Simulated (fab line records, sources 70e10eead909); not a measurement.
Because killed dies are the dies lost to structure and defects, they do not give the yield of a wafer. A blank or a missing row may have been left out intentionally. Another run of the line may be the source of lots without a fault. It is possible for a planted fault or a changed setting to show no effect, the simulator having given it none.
2 desks looking at one fault / flow nandHarc / each desk has only its own numbers; what lay behind them comes last

## METROLOGY DESK
Means of the sampled wafers that have a number, per lot and without regard to the tool the lot ran on: this is what the gauges read. A lot is out of limits, marked OUT, if its mean lies more than 4 standard deviations from the usual mean; the brackets give that distance.
Columns: A = cdNm at NHARC_A_BONDPAD_CD_MEAS_13, usual 499.9 nm
lot=L172; first seen here=day 22 22:40; A=501.9
lot=L174; first seen here=day 23 05:56; A=500.9
lot=L173; first seen here=day 23 19:03; A=501.2
lot=L176; first seen here=day 24 05:28; A=500.9
lot=L177; first seen here=day 24 11:52; A=499.2
lot=L178; first seen here=day 26 15:34; A=501.5
lot=L183; first seen here=day 27 18:42; A=500.1
lot=L185; first seen here=day 28 08:58; A=498.6
lot=L186; first seen here=day 29 01:04; A=496.1
lot=L191; first seen here=day 31 01:56; A=499.7
lot=L192; first seen here=day 32 05:55; A=502.1
lot=L195; first seen here=day 32 12:07; A=502.9
lot=L193; first seen here=day 32 14:07; A=499.9
Finding of this desk: none of the 13 lots has anything out of limits.

## THE TOOL OWNER'S DESK: pecvd-02
The tool's own readings at NHARC_A_CHANNEL_HOLE_D2_DEP_01 (deposits SiON, target thk 140 nm): means of the sampled wafers that have a number, for each lot that ran on this tool. A lot is out of limits, marked OUT, if its mean lies more than 4 standard deviations from the usual mean; the brackets give that distance.
Columns: A = chamberPressureTorr at NHARC_A_CHANNEL_HOLE_D2_DEP_01, usual 3.500 Torr; B = heaterPowerW at NHARC_A_CHANNEL_HOLE_D2_DEP_01, usual 725 W; C = susceptorTempC at NHARC_A_CHANNEL_HOLE_D2_DEP_01, usual 400.00 C
lot=L173; first seen here=day 13 10:13; A=3.507; B=834; C=399.93
lot=L183; first seen here=day 17 15:22; A=3.499; B=735; C=400.03
lot=L185; first seen here=day 19 01:40; A=3.502; B=708; C=399.94
lot=L192; first seen here=day 22 00:07; A=3.492; B=792; C=399.87
Finding of this desk: none of the 4 lots has anything out of limits.

## ALL TOGETHER
Nothing out of limits was seen by the metrology desk.
Nothing out of limits was seen by the tool owner's desk.

## WHAT THE SIMULATOR PUT IN
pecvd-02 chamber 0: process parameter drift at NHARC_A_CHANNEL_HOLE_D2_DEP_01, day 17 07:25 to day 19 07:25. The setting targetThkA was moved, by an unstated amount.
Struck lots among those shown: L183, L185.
